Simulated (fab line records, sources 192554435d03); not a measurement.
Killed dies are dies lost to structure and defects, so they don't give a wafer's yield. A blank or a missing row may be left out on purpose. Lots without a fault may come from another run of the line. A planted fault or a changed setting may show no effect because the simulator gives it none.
A struck lot beside a sound one | flow n5_finfet | 16 steps out of a route of 1938
Sound: wafers L990.1, L990.3, L990.6. Struck: wafer L994.2. (L994.6 of the same lot was not struck and is left out.) The cause comes at the end.
At each step with rows: each side's tool, then ch and its chambers, then its first start. Under that, the readings that differ: sound wafers | struck wafers | difference of the means | sigmas: that difference in standard deviations of wafers without a fault.
alike: readings whose means differ by less than 2 such deviations, and words and numbers that are the same on both sides. not compared: withheld readings, readings that some wafer has no value for, bounds like >300 that may hide the same value, and numbers for which the record gives no deviation and whose values overlap.
The two part at a step that has a row with sigmas, a row that says differs or no value, or rows on one side only. Numbers that don't overlap but have no deviation are shown without sigmas and don't part them. A reading that every wafer of one side lacks parts them only if that side has two wafers or more.

first, 3 steps without rows for these wafers: N5_SDB_PRECLEAN_38 (cleans in dHF, time 10 s); N5_SDB_PRECLEAN_39 (cleans in O3/DIW, time 45 s); N5_SDB_SRD_28 (time 30 s).
N5_SDB_ALD_29: deposits SiNx, target thk 30 nm, pulse time 1 s, ald cycles 600.
  sound on ald_sin-03 ch 1,2, day 5 14:26; struck on ald_sin-04 ch 2, day 6 13:32
  reading            | sound       | struck | difference | sigmas
  heater_power_w (W) | 769 806 760 | 1044   | +266       | +3
  alike: precursor_pulse_height_rel
N5_SDB_CMP_30: polishes, stops on poly-Si, t overpolish 1.54 s, target thk 30 nm.
  sound on cmp-04 ch 0,2, day 5 17:10; struck on cmp-01 ch 3, day 6 16:20
  reading                | sound          | struck | difference | sigmas
  time_to_endpoint_s (s) | 15.9 15.3 12.6 | 21.5   | +6.9       | +3
  alike: motor_current_A, overpolish_run_s
N5_SDB_THK_MEAS_31:
  sound on film_metro-01, day 5 17:28; struck on film_metro-02, day 6 16:34
  alike: SDB_THK
N5_SDB_INSPECT_36: inspects for defects (darkfield).
  sound on defect_inspect-02, day 5 17:29; struck on defect_inspect-02, day 6 16:35
  alike: raw_defect_count
N5_DUMMY_REMOVAL_HM_STRIP_01: strips SiNx in CH3F/O2, stops on poly-Si, target depth 4 nm, time 6.8 s.
  sound on rie_diel-01 ch 1,3, day 5 17:31; struck on rie_diel-03 ch 3, day 6 16:40
  alike: drypump_motor_current_A, oes_product_au, rf_vpp_V, showerhead_plenum_p_Torr, throttle_valve_pct
  not compared: rf_hours_counter_h
N5_DUMMY_REMOVAL_STRIP_10: strips in N2/H2, time 40 s.
  sound on rie_diel-01 ch 1,3, day 5 17:34; struck on rie_diel-03 ch 3, day 6 16:43
  reading                     | sound       | struck | difference | sigmas
  drypump_motor_current_A (A) | 5.8 5.4 5.8 | 6.7    | +1.0       | +2
  alike: oes_product_au, rf_vpp_V, showerhead_plenum_p_Torr, throttle_valve_pct
  not compared: rf_hours_counter_h
then, 2 steps without rows for these wafers: N5_DUMMY_REMOVAL_PRECLEAN_07 (cleans in dHF, time 30 s); N5_DUMMY_REMOVAL_DUMMY_REMOVE_02 (chemistry TMAH, target poly-Si, stops on SiO2, target depth 142 nm, time 57 s, rinse time 30 s).
N5_DUMMY_REMOVAL_INSPECT_06: inspects for defects (brightfield).
  sound on defect_inspect-02, day 5 17:43; struck on defect_inspect-02, day 6 16:52
  alike: raw_defect_count
N5_DUMMY_REMOVAL_PRECLEAN_08: cleans in NF3:NH3, afs cycles 2, time 20 s, sublimation time 60 s.
  sound on remote_plasma-02 ch 1, day 5 17:45; struck on remote_plasma-02 ch 1, day 6 16:56
  reading    | sound    | struck | difference | sigmas
  time_s (s) | 20 20 20 | 24.226 | +4.226     |
then, 1 step without rows for these wafers: N5_DUMMY_REMOVAL_PRECLEAN_04 (cleans in DHF, time 37 s).
-- the record jumps here: 4 days lie between the struck wafers' starts before and after (it left off in module DUMMY_REMOVAL and takes up again in module BEOL_M4, whose first step shown is number 1111 of the route) --
N5_BEOL_M4_RC_MEAS_101:
  sound on prober-01 ch 0, day 9 18:31; struck on prober-01 ch 0, day 10 13:22
  alike: DIBL_N, DIBL_P, IOFF_N, IOFF_P, ION_N, ION_P, SS_N, SS_P, VT_N, VT_P
-- the record jumps here: 5 days lie between the struck wafers' starts before and after (it left off in module BEOL_M4 and takes up again in module PASSIVATION, whose first step shown is number 1936 of the route) --
N5_PASSIVATION_PROBE_49:
  sound on prober-02, day 14 11:20; struck on prober-01, day 15 07:48
  reading            | sound    | struck | difference | sigmas
  killed_at_contacts | 35 13 26 | 11     | -14        | -2
  alike: defect_limited_yield, killed_at_M0_to_M3, killed_at_M4_up, killed_at_front_end, killed_at_other, killed_dies, killed_on_rim, killed_open, killed_short, sort_bin_5_function, sort_bin_6_memory, sort_bin_8_speed, sort_n_pass, sort_yield_pct

WHERE THEY PART
First at N5_SDB_ALD_29; last, within this record, at N5_PASSIVATION_PROBE_49.

WHY: what the simulator had put in
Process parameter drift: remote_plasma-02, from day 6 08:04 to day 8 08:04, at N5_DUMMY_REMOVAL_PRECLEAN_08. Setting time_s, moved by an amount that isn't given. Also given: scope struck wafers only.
